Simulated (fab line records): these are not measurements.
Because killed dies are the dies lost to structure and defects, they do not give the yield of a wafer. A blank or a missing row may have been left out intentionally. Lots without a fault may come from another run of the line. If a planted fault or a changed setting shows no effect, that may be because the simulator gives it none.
fab line records	flow nandHarc
record lots=12	wafers=36	lastDay=34
route steps=1302 shown A_CONTACT@1059 END@1302
lots untouched by any fault: they come from a run of this same line in which no faults occurred
startH: start of the lot's first displayed wafer, in hours after the record's first day	waitH: hours elapsed since this lot's preceding step	" repeats the value in the row above	L1.1+2: several wafers, shown together as one row	- no value, or no start given	* or withheld: withheld	< > ~ a bound
route shown NAME@n: a module of which the file shows steps, and the number in the route of the first	usual: average and standard deviation across the fault-free wafers	same: alike in all rows	chamber/n: place in a boat	sites: per-site readings	_std_site: the values' standard deviation	_edge_site: inner sites' mean taken away from outer sites' mean	radiusMm: for every site, how far away it sits from the centre of the wafer	mask NAME#n: copy n	behind: the most recent tool/chamber to have shaped the wafer	hold: why the lot was held/for how many hours/how that ended	device: the n, p or np transistor that did not switch	end of line: the same wafers' tests at the end of the route	a step without rows: its recipe alone	killed: the dies lost at the first sort to structure and to defects; this is not the yield of the wafer	map: a wafer's dies, marking killed ones x, the rest . and places with no die _
set.NAME: the setting the step ran with; set.NAME@STEP: the setting that earlier step ran with	model.NAME: the simulator's own value behind a step, which no gauge read
a sample of lots followed through the steps of the route, with each step as a table and each wafer as a row
services: from which hour (startH, from the record's first day; less than 0 if before it) a tool's chamber was out of use, for how many hours, and why
## steps
# step NHARC_A_CONTACT_CD_MEAS_80
# usual cdNm=289.8/0.74
lot.wafer	tool	chamber	startH	waitH	cdNm
L220.1	cdSem-03	-	502.83	-	290.4
L220.2	"	-	"	"	291.2
L220.5	"	-	"	"	290.2
L223.1	cdSem-01	-	529.05	-	289.0
L223.4	"	-	"	"	289.8
L223.5	"	-	"	"	289.4
L225.1	cdSem-01	-	555.21	-	289.2
L225.4	"	-	"	"	289.8
L225.5	"	-	"	"	290.1
L227.2	cdSem-03	-	570.34	-	289.1
L227.3	"	-	"	"	288.8
L227.6	"	-	"	"	288.5
L226.3	cdSem-01	-	570.80	-	289.9
L226.4	"	-	"	"	288.8
L226.6	"	-	"	"	288.8
L228.1	cdSem-02	-	590.67	-	289.5
L228.3	"	-	"	"	289.9
L228.5	"	-	"	"	289.9
L235.2	cdSem-03	-	652.98	-	289.1
L235.3	"	-	"	"	289.6
L235.5	"	-	"	"	289.2
L234.3	cdSem-02	-	655.31	-	290.1
L234.5	"	-	"	"	289.9
L234.6	"	-	"	"	289.6
L237.2	cdSem-01	-	672.16	-	290.3
L237.4	"	-	"	"	290.5
L237.5	"	-	"	"	290.5
L236.1	cdSem-03	-	673.13	-	289.9
L236.2	"	-	"	"	289.9
L236.5	"	-	"	"	289.7
L242.2	cdSem-02	-	734.60	-	288.8
L242.4	"	-	"	"	287.7
L242.6	"	-	"	"	287.7
L243.4	cdSem-01	-	750.51	-	289.3
L243.5	"	-	"	"	290.3
L243.6	"	-	"	"	289.8
# step NHARC_A_CONTACT_DESCUM_13
# recipe timeS=3	o2FlowSccm=200	arFlowSccm=0	biasPowerW=0	chemistry=O2
# usual drypumpMotorCurrentA=5.7/0.4	oesProductAu=1.003/0.01	rfVppV=57.6/0.87	showerheadPlenumPTorr=1.88/0.036	throttleValvePct=11.311/0.0089
lot.wafer	tool	chamber	startH	waitH	drypumpMotorCurrentA	oesProductAu	rfHoursCounterH	rfVppV	showerheadPlenumPTorr	throttleValvePct
L220.1	rieDiel-03	1	506.45	0.1	5.6	1.001	6	57.1	1.87	11.329
L220.2	"	2	"	"	6.3	1.027	8	58.2	1.85	11.312
L220.5	"	2	"	"	6.3	1.017	-	57.3	1.85	11.331
L223.4	rieDiel-03	2	533.05	0.1	6.3	1.013	15	57.7	1.85	11.311
L223.1	"	3	"	"	5.3	0.990	14	56.7	1.90	11.321
L223.5	"	1	"	"	5.6	0.998	-	58.9	1.87	11.312
L225.4	rieDiel-03	2	560.02	0.1	6.3	1.013	20	57.4	1.84	11.310
L225.1	"	3	"	"	5.3	0.996	18	56.9	1.90	11.299
L225.5	"	1	"	"	5.6	0.993	-	56.6	1.86	11.301
L227.3	rieDiel-03	3	573.95	0.1	5.3	0.993	20	56.9	1.90	11.318
L227.2	"	0	"	"	5.4	0.994	20	57.0	1.89	11.314
L227.6	"	2	"	"	6.3	1.020	-	55.9	1.84	11.311
L226.4	rieDiel-03	0	574.42	0.1	5.4	1.002	20	58.5	1.89	11.296
L226.3	"	2	"	"	6.3	1.022	21	56.7	1.84	11.312
L226.6	"	3	"	"	5.3	1.008	-	58.5	1.90	11.321
L228.3	rieDiel-03	3	597.27	0.1	5.3	1.013	25	57.5	1.90	11.314
L228.1	"	1	"	"	5.6	1.005	24	56.4	1.86	11.305
L228.5	"	3	"	"	5.2	1.007	-	56.4	1.90	11.325
L235.3	rieDiel-03	3	659.04	0.1	5.3	1.002	2	57.4	1.89	11.292
L235.2	"	0	"	"	5.4	0.983	3	57.1	1.89	11.293
L235.5	"	0	"	"	5.4	0.987	-	56.5	1.89	11.321
L234.3	rieDiel-03	3	659.57	0.1	5.3	0.999	3	58.1	1.89	11.294
L234.6	"	0	"	"	5.4	0.981	-	58.9	1.89	11.324
L234.5	"	1	"	"	5.6	0.993	-	59.8	1.86	11.309
L237.4	rieDiel-03	2	680.15	0.1	6.4	1.017	7	58.2	1.84	11.300
L237.2	"	3	"	"	5.3	0.997	6	58.2	1.89	11.316
L237.5	"	3	"	"	5.3	0.991	-	58.7	1.89	11.305
L236.2	rieDiel-03	1	681.22	0.1	5.7	1.002	8	56.2	1.86	11.303
L236.1	"	3	"	"	5.3	1.005	7	58.3	1.89	11.315
L236.5	"	0	"	"	5.4	0.996	-	57.1	1.89	11.303
L242.2	rieDiel-03	3	741.14	0.1	5.3	0.990	19	59.5	1.89	11.310
L242.4	"	3	"	"	5.3	0.990	-	58.5	1.89	11.306
L242.6	"	0	"	"	5.4	0.988	-	58.1	1.89	11.319
L243.5	rieDiel-03	2	757.13	0.1	6.4	1.018	-	58.6	1.83	11.292
L243.4	"	3	"	"	5.3	0.999	-	59.5	1.89	11.309
L243.6	"	0	"	"	5.4	1.001	-	58.8	1.88	11.299
# step NHARC_A_CONTACT_ETCH_30
# recipe targetDepthA=726	timeS=36.3	cf4FlowSccm=100	chf3FlowSccm=30	arFlowSccm=0	rfW=500	biasW=200	chemistry=CF4/CHF3
# usual drypumpMotorCurrentA=5.7/0.4	oesProductAu=0.933/0.015	rfVppV=369.7/1.3	showerheadPlenumPTorr=1.55/0.03	throttleValvePct=16.801/0.0087
lot.wafer	tool	chamber	startH	waitH	drypumpMotorCurrentA	oesProductAu	rfHoursCounterH	rfVppV	showerheadPlenumPTorr	throttleValvePct
L220.2	rieDiel-03	1	506.98	-	5.6	0.927	7	368.7	1.54	16.807
L220.1	"	3	"	"	5.2	0.922	8	369.3	1.56	16.796
L220.5	"	1	"	"	5.6	0.918	-	370.3	1.54	16.804
L223.1	rieDiel-03	3	533.56	-	5.3	0.924	14	369.6	1.56	16.796
L223.4	"	1	"	"	5.6	0.926	13	369.0	1.54	16.791
L223.5	"	2	"	"	6.4	0.937	-	370.3	1.52	16.803
L225.4	rieDiel-03	2	560.53	-	6.3	0.927	20	368.0	1.52	16.794
L225.1	"	0	"	"	5.4	0.927	18	369.2	1.56	16.806
L225.5	"	2	"	"	6.3	0.942	-	369.5	1.52	16.813
L227.3	rieDiel-03	1	574.47	-	5.6	0.910	20	368.8	1.53	16.808
L227.2	"	2	"	"	6.3	0.929	21	368.4	1.52	16.794
L227.6	"	0	"	"	5.4	0.929	-	369.7	1.56	16.792
L226.3	rieDiel-03	3	575.20	-	5.3	0.925	21	370.0	1.56	16.790
L226.4	"	1	"	"	5.6	0.925	20	369.2	1.53	16.805
L226.6	"	0	"	"	5.4	0.926	-	370.1	1.56	16.809
L228.3	rieDiel-03	1	597.78	-	5.6	0.986	24	366.3	1.53	16.804
L228.1	"	0	"	"	5.4	0.960	25	370.8	1.56	16.789
L228.5	"	2	"	"	6.3	0.972	-	368.0	1.52	16.787
L235.2	rieDiel-03	2	659.77	-	6.4	0.921	3	370.4	1.52	16.808
L235.3	"	3	"	"	5.3	0.914	3	370.5	1.56	16.800
L235.5	"	0	"	"	5.4	0.778	-	369.8	1.56	16.798
L234.3	rieDiel-02	1	660.50	-	5.6	0.931	27	367.0	1.48	16.798
L234.5	"	2	"	"	5.8	0.935	-	369.5	1.52	16.811
L234.6	"	3	"	"	5.3	0.925	-	371.9	1.61	16.811
L237.2	rieDiel-03	1	680.75	-	5.6	0.923	8	369.0	1.53	16.808
L237.4	"	2	"	"	6.3	0.931	7	370.1	1.51	16.794
L237.5	"	1	"	"	5.7	0.793	-	369.4	1.53	16.791
L236.1	rieDiel-03	2	681.74	-	6.4	0.804	8	368.7	1.51	16.806
L236.2	"	0	"	"	5.4	0.935	8	370.1	1.55	16.794
L236.5	"	2	"	"	6.3	0.811	-	370.6	1.51	16.804
L242.2	rieDiel-03	3	741.77	-	5.3	0.911	20	370.3	1.55	16.791
L242.6	"	2	"	"	6.4	0.931	-	368.2	1.51	16.804
L242.4	"	3	"	"	5.3	0.915	-	369.6	1.55	16.792
L243.4	rieDiel-03	0	757.89	-	5.4	0.951	-	369.7	1.55	16.793
L243.6	"	2	"	"	6.3	0.949	-	368.7	1.51	16.805
L243.5	"	3	"	"	5.3	0.943	-	369.9	1.55	16.816
# step NHARC_A_CONTACT_ETCH_134
# recipe sourceW=withheld	pressureMtorr=20	biasV=withheld	timeS=140	targetDepthA=7000	arFlowSccm=withheld	c4f8FlowSccm=withheld	o2FlowSccm=withheld	chemistry=C4F8/O2/Ar
lot.wafer	tool	chamber	startH	waitH	rfHoursCounterH
L220.1	harCapEtch-02	1	507.61	-	84
L220.2	"	0	"	"	84
L220.5	"	1	"	"	-
L223.1	harCapEtch-03	0	534.16	-	51
L223.4	"	0	"	"	-
L223.5	"	1	"	"	-
L225.1	harCapEtch-03	1	561.16	-	56
L225.4	"	0	"	"	-
L225.5	"	1	"	"	-
L227.2	harCapEtch-03	1	575.10	-	57
L227.3	"	1	"	"	-
L227.6	"	1	"	"	-
L226.4	harCapEtch-02	0	575.89	-	-
L226.3	"	1	"	"	-
L226.6	"	1	"	"	-
L228.1	harCapEtch-03	1	598.41	-	61
L228.3	"	1	"	"	-
L228.5	"	0	"	"	-
L235.2	harCapEtch-01	1	660.35	-	27
L235.3	"	0	"	"	-
L235.5	"	0	"	"	-
L234.3	harCapEtch-03	0	661.21	-	-
L234.6	"	1	"	"	-
L234.5	"	0	"	"	-
L237.2	harCapEtch-02	1	681.35	-	117
L237.4	"	1	"	"	-
L237.5	"	0	"	"	-
L236.1	harCapEtch-01	0	682.33	-	32
L236.2	"	1	"	"	32
L236.5	"	0	"	"	-
L242.2	harCapEtch-01	1	742.99	-	42
L242.4	"	0	"	"	-
L242.6	"	1	"	"	-
L243.4	harCapEtch-01	1	758.66	-	-
L243.6	"	1	"	"	-
L243.5	"	0	"	"	-
# step NHARC_END_SORT_01
# recipe tempC=25
# usual killedAtArray=56/19	killedAtOther=0.8/1.1	killedAtPeriphery=3.4/2.5	killedDies=60/19	killedOpen=2.9/1.7	killedShort=2.4/1.6
# same grossDies=677
lot.wafer	tool	chamber	startH	waitH	killedAtArray	killedAtOther	killedAtPeriphery	killedDies	killedOpen	killedShort
L235.2	prober-01	0	717.65	2.8	77	0	3	80	2	2
L235.3	prober-01	0	718.44	3.1	94	0	3	97	2	1
L235.5	prober-01	0	720.03	3.7	583	0	0	583	2	4
L236.1	prober-01	0	729.62	2.5	574	3	0	577	3	5
L236.2	prober-01	0	730.42	2.8	42	2	3	47	3	4
L236.5	prober-01	0	732.82	3.7	564	2	3	569	3	3
L237.2	prober-02	0	730.41	2.8	32	0	2	34	1	5
L237.4	prober-02	0	732.00	3.4	24	0	2	26	3	1
L237.5	prober-02	0	732.80	3.7	599	1	4	604	7	4
# killed by level:class
L235.2 A_SLIT:chamberFilmFlake=25 A_CHANNEL_HOLE_D1:chamberFilmFlake=23 A_CHANNEL_HOLE_D2:chamberFilmFlake=20 A_ONON_D1:geometricParticle:short=1 A_ONON_D2:geometricParticle:short=1 A_WL_FILL:geometricParticle:open=1 A_M0:geometricParticle:open=1 P_STI:chamberFilmFlake=1
L235.3 A_SLIT:chamberFilmFlake=33 A_CHANNEL_HOLE_D2:chamberFilmFlake=29 A_CHANNEL_HOLE_D1:chamberFilmFlake=27 A_M1:chamberFilmFlake=2 P_GATE:geometricParticle:open=1 P_M0:geometricParticle:short=1 A_CHANNEL_FILL_D2:geometricParticle:open=1 P_ZERO_WELL:chamberFilmFlake=1
L235.5 A_CONTACT:areaEtch=500 A_SLIT:chamberFilmFlake=30 A_CHANNEL_HOLE_D1:chamberFilmFlake=29 A_CHANNEL_HOLE_D2:chamberFilmFlake=16 A_SOURCE_PLATE:geometricParticle:short=1 A_CHANNEL_FILL_D1:geometricParticle:open=1 A_DECK1_JOINT:geometricParticle:open=1 A_CHANNEL_HOLE_D2:geometricParticle:short=1
L236.1 A_CONTACT:areaEtch=530 A_CHANNEL_HOLE_D2:chamberFilmFlake=22 A_CHANNEL_HOLE_D1:chamberFilmFlake=8 A_CONTACT:chamberFilmFlake=4 THIN_TSV:chamberFilmFlake=3 A_ONON_D1:geometricParticle:short=2 A_ONON_D1:geometricParticle:open=1 A_DECK1_JOINT:geometricParticle:open=1
L237.2 A_CHANNEL_HOLE_D1:chamberFilmFlake=11 A_SLIT:chamberFilmFlake=5 A_CONTACT:chamberFilmFlake=3 A_WL_FILL:chamberFilmFlake=3 A_WL_FILL:geometricParticle:short=2 A_SGD_CUT:chamberFilmFlake=2 P_STI:geometricParticle:short=1 A_ONON_D1:geometricParticle:open=1
L236.2 A_CHANNEL_HOLE_D2:chamberFilmFlake=22 A_CHANNEL_HOLE_D1:chamberFilmFlake=7 A_CONTACT:chamberFilmFlake=6 A_CHANNEL_FILL_D2:geometricParticle:short=2 A_WL_FILL:geometricParticle:short=2 THIN_TSV:chamberFilmFlake=2 P_M0:geometricParticle:open=1 A_SGD_CUT:geometricParticle:open=1
L237.4 A_CHANNEL_HOLE_D1:chamberFilmFlake=7 A_SLIT:chamberFilmFlake=6 A_CONTACT:chamberFilmFlake=5 P_CONTACT:geometricParticle:open=1 A_DECK1_JOINT:geometricParticle:open=1 A_ONON_D2:geometricParticle:short=1 A_M0:geometricParticle:open=1 P_ZERO_WELL:chamberFilmFlake=1
L237.5 A_CONTACT:areaEtch=570 A_CHANNEL_HOLE_D1:chamberFilmFlake=9 A_CONTACT:chamberFilmFlake=6 A_DECK1_JOINT:geometricParticle:open=3 A_ONON_D1:geometricParticle:short=2 A_CHANNEL_HOLE_D1:geometricParticle:short=2 P_GATE:chamberFilmFlake=2 A_SLIT:chamberFilmFlake=2
L236.5 A_CONTACT:areaEtch=518 A_CHANNEL_HOLE_D2:chamberFilmFlake=18 A_CHANNEL_HOLE_D1:chamberFilmFlake=11 A_CONTACT:chamberFilmFlake=7 P_STI:chamberFilmFlake=2 A_SLIT:chamberFilmFlake=2 THIN_TSV:chamberFilmFlake=2 P_M0:geometricParticle:open=1
## services
tool	chamber	startH	hours	kind
rieDiel-03	0	492.05	-	clean
rieDiel-03	1	492.05	-	clean
rieDiel-03	2	492.05	-	clean
rieDiel-03	3	492.05	-	clean
harCapEtch-01	-	497.49	17.0	pm
rieDiel-03	0	517.02	-	clean
rieDiel-03	1	517.02	-	clean
rieDiel-03	2	517.02	-	clean
rieDiel-03	3	517.02	-	clean
rieDiel-03	0	541.52	-	clean
rieDiel-03	1	541.52	-	clean
rieDiel-03	2	541.52	-	clean
rieDiel-02	-	570.88	9.0	pm
rieDiel-03	2	622.41	1.5	repair
rieDiel-03	-	635.32	9.0	pm
rieDiel-03	-	660.49	0.7	repair
rieDiel-03	0	698.57	9.7	repair
rieDiel-03	2	712.15	28.9	repair
rieDiel-03	3	719.20	1.4	repair
rieDiel-03	1	737.83	9.3	repair
rieDiel-02	1	744.31	4.3	repair
rieDiel-02	-	747.90	9.0	pm
harCapEtch-02	-	754.93	17.0	pm
rieDiel-03	1	755.20	4.9	repair
## key
firstSign step=NHARC_A_CONTACT_ETCH_30	reading=oesProductAu	direction=down	sigmas=8.9	usual=0.933	struck=0.797
effect step=NHARC_END_SORT_01	reading=killedAtArray	direction=up	sigmas=28	usual=56	struck=580
moreKillsBornAt NHARC_A_CONTACT_ETCH_30@rieDiel-03=2118
metAt NHARC_A_CONTACT_ETCH_30
struckLots L235,L236,L237
struckWafers L235.5,L236.1,L236.5,L237.5
laterRowsLeftOut L235.5,L236.1,L236.5,L237.5
testerLeftOut L235,L236,L237
notActingAt NHARC_A_CONTACT_CD_MEAS_80,NHARC_A_CONTACT_DESCUM_13,NHARC_A_CONTACT_ETCH_134
onsetBetween 597.78 659.77
fault kind=processParameterDrift	tool=rieDiel-03	chamber=-	onsetH=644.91	steps=NHARC_A_CONTACT_ETCH_30	channel=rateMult	offset=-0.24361	shape=step	endH=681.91	scope=struckWafersOnly
# testerLeftOut: of these lots the tester's yield and bins aren't shown, on N5 and GAA mostly nor the transistor test; their killed dies are dies lost to structure and defects alone, not to doping, threshold or leakage, so they don't give the yield
# laterRowsLeftOut: the simulator's readings of these wafers behind a module that went badly wrong aren't trusted and aren't shown, but for the sort
